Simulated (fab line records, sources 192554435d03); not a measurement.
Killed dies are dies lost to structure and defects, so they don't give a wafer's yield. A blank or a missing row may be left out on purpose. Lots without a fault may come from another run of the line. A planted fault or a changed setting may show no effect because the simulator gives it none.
Chamber matching | flow n5_finfet | N5_BEOL_M4_PECVD_72 on pecvd-04: 3 sister chambers
The step deposits SiO2 from TEOS/O2, target thk 16 nm, time 18 s. 6 wafers are shown with their chamber, then 10 later ones without.

WAFERS WITH THEIR CHAMBER
wafer  | chamber | throttle_valve_pct (%) | showerhead_plenum_p_Torr (Torr)
L081.2 | 2       | 22.2                   | 8.78
L081.5 | 2       | 22.3                   | 8.77
L083.4 | 1       | 21.5                   | 8.71
L083.6 | 1       | 21.5                   | 8.70
L084.2 | 0       | 20.6                   | 8.84
L084.4 | 0       | 20.5                   | 8.86

WAFERS WITHOUT THEIR CHAMBER
wafer  | throttle_valve_pct (%) | showerhead_plenum_p_Torr (Torr)
L084.5 | 21.7                   | 8.72
L085.2 | 20.6                   | 8.76
L085.4 | 21.5                   | 8.71
L085.6 | 20.4                   | 8.85
L091.2 | 20.6                   | 8.74
L091.4 | 20.4                   | 8.86
L091.6 | 21.8                   | 8.71
L095.2 | 20.6                   | 8.86
L095.3 | 20.7                   | 8.75
L095.4 | 20.6                   | 8.85

WHICH CHAMBER EACH WENT THROUGH
wafer  | from the rows above | in truth
L084.5 | 1                   | 1
L085.2 | 0                   | 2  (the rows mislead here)
L085.4 | 1                   | 1
L085.6 | 0                   | 0
L091.2 | 0                   | 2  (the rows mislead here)
L091.4 | 0                   | 0
L091.6 | 1                   | 1
L095.2 | 0                   | 0
L095.3 | 0                   | 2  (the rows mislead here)
L095.4 | 0                   | 0
Placed correctly: 7 of 10. Can't be placed from these rows: 0. Placed wrongly: 3.
How it was worked out, from the rows above alone: a wafer's distance from a chamber is the root of the sum, over the readings, of the square of ((its reading less the chamber's mean) divided by the reading's scatter). The wafer belongs to the nearest chamber; if the next one is less than 2 further off, it can't be placed. A chamber's mean is the mean of its shown wafers. The scatter: the root of (the sum of the squares of (reading less its chamber's mean) over the shown wafers, divided by (wafers less chambers)).
